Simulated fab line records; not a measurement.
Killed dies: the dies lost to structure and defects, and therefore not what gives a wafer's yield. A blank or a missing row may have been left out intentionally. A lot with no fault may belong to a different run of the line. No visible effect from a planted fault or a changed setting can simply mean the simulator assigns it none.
Matching of chambers :: flow n5-finfet :: N5_BEOL_M10_ETCH_65 on rie-diel-01 has 4 sister chambers
The step etches SiARC in CF4, target depth 39 nm, time 65 s. 4 wafers are shown with their chamber, then 7 later ones without.

== EACH WAFER AND ITS CHAMBER ==
wafer: L090.3
chamber: 2
throttle-valve-pct (%): 16.15

wafer: L090.4
chamber: 3
throttle-valve-pct (%): 15.32

wafer: L090.6
chamber: 1
throttle-valve-pct (%): 15.74

wafer: L088.5
chamber: 0
throttle-valve-pct (%): 15.73

== WAFERS WITHOUT THEIR CHAMBER ==
wafer: L088.6
throttle-valve-pct (%): 15.36

wafer: L096.1
throttle-valve-pct (%): 16.17

wafer: L096.2
throttle-valve-pct (%): 15.35

wafer: L096.5
throttle-valve-pct (%): 15.78

wafer: L095.1
throttle-valve-pct (%): 15.79

wafer: L095.2
throttle-valve-pct (%): 15.76

wafer: L095.6
throttle-valve-pct (%): 15.75

== WHICH CHAMBER EACH WENT THROUGH ==
wafer: L088.6
from the rows above: 3
in truth: 3

wafer: L096.1
from the rows above: 2
in truth: 2

wafer: L096.2
from the rows above: 3
in truth: 3

wafer: L096.5
from the rows above: can't be placed: 1 or 0
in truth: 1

wafer: L095.1
from the rows above: can't be placed: 1 or 0
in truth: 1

wafer: L095.2
from the rows above: can't be placed: 1 or 0
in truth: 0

wafer: L095.6
from the rows above: can't be placed: 1 or 0
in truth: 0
Correctly placed: 3 of 7. From these rows, 4 cannot be placed; in 4 the true chamber is one of the candidates. Number placed wrongly: 0.
How it was worked out, from the rows above alone: a wafer's distance from a chamber is the root of the sum, over the readings, of the square of ((its reading less the chamber's mean) divided by the reading's scatter). The wafer belongs to the nearest chamber; if the next one is less than 2 further off, it can't be placed. For every chamber, the mean is computed from those of its wafers that are shown. The scatter: root of mean squared gap, hidden wafer to nearest shown wafer, with one shown wafer a chamber.
